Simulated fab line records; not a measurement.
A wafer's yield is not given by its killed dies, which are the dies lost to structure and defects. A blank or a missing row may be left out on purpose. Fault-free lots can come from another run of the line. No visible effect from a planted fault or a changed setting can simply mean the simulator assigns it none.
Lot-split experiment | flow n5Finfet | 21 wafers read from 7 lots, route of 1938 steps

## ON THE SPLIT
At N5_BEOL_M0_ETCH_138 (etches SiCN in CH3F/O2, target depth 12 nm, time 31.6 s), the setting sourceW was moved away from the recipe's 395 W on 9 of the 21 wafers read, by -15.9% to +17.2%. The other wafers ran this setting at the recipe's value.

The reading comes from the split's own step.

## THE READING
rfVppV, in V, at N5_BEOL_M0_ETCH_138 (etches SiCN in CH3F/O2, target depth 12 nm, time 31.6 s). Typical for fault-free wafers on this fab line: 297.5 V, with standard deviation 1.6 V.

wafer  | tool, chamber at the split | sourceW as run, W | against the recipe | rfVppV, V | against lot-mates on the recipe
L076.2 | rieDiel-04, 2              | 375.7             | -4.9%              | 303.0     | +4.5
L076.4 | rieDiel-04, 3              | 395               | recipe             | 296.9     | -
L076.5 | rieDiel-04, 2              | 395               | recipe             | 300.1     | -
L082.1 | rieDiel-04, 1              | 414.5             | +4.9%              | 291.9     | -6.5
L082.2 | rieDiel-04, 2              | 395               | recipe             | 299.1     | -
L082.3 | rieDiel-04, 0              | 395               | recipe             | 297.7     | -
L086.2 | rieDiel-04, 0              | 462.9             | +17.2%             | 282.8     | -14.6
L086.5 | rieDiel-04, 1              | 462.9             | +17.2%             | 280.4     | -17.0
L086.6 | rieDiel-04, 0              | 395               | recipe             | 297.4     | -
L087.2 | rieDiel-04, 2              | 395               | recipe             | 298.7     | -
L087.3 | rieDiel-04, 3              | 395               | recipe             | 297.1     | -
L087.6 | rieDiel-04, 1              | 395               | recipe             | 296.4     | -
L088.4 | rieDiel-02, 1              | 395               | recipe             | 295.7     | -
L088.5 | rieDiel-02, 0              | 430.6             | +9.0%              | 289.0     | -7.8
L088.6 | rieDiel-02, 3              | 395               | recipe             | 297.8     | -
L089.1 | rieDiel-02, 1              | 422.8             | +7.0%              | 288.3     | -9.1
L089.5 | rieDiel-02, 3              | 395               | recipe             | 297.4     | -
L089.6 | rieDiel-02, 2              | 422.8             | +7.0%              | 289.0     | -8.4
L091.3 | rieDiel-04, 0              | 332.3             | -15.9%             | 316.5     | +19.2
L091.4 | rieDiel-04, 3              | 332.3             | -15.9%             | 316.4     | +19.1
L091.5 | rieDiel-04, 0              | 395               | recipe             | 297.3     | -

FIT RESULTS
A straight line over all 21 wafers: rfVppV changes by -1.07 V for each +1% of sourceW; r = -0.99; the points scatter about the line by 1.5 V.
The same after taking each lot's own level away (the mean of its wafers on the recipe; 21 wafers): -1.06 V for each +1%; r = -0.99; scatter 1.5 V.
According to that fit, moving sourceW by its largest amount changes the reading by 18 V.
Across the lots, their own levels run from 296.75 to 298.50 V, a range of 1.1 times the standard deviation given above.
Consequently the slope shifts little with the lot-to-lot level, the two slopes agreeing.
Check: with one of the wafers moved furthest among these (+17.2%) left out of the fit, the line predicts -19 V for it against its lot-mates. Against them it came out at -14.6 V.
Tool readings at the split's step, against how far the setting was moved: rfVppV r = -0.99.

## FURTHER SPLITS ON THESE WAFERS
Note: prior to the reading, these wafers also went through further splits. Each is held against what the fit with the lots' levels taken away leaves over:
other split on the same wafers       | wafers away from the commonest value | r with rfVppV (lot level and that fit taken away)
N5_GATE_CUT_ALD_22 aldCycles         | 7                                    | +0.02
N5_MOL_CONTACT_COAG_COAT_104 spinRpm | 8                                    | +0.14
N5_MOL_CONTACT_COAG_ETCH_91 sourceW  | 7                                    | +0.15
N5_BEOL_M0_SAQP_ETCH_84 timeS        | 7                                    | -0.01
N5_BEOL_M0_CUTY_DESCUM_61 timeS      | 6                                    | +0.16

## THE FILE'S OWN FIT
rfVppV changes by -1.05 V for each +1% of sourceW, r = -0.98.
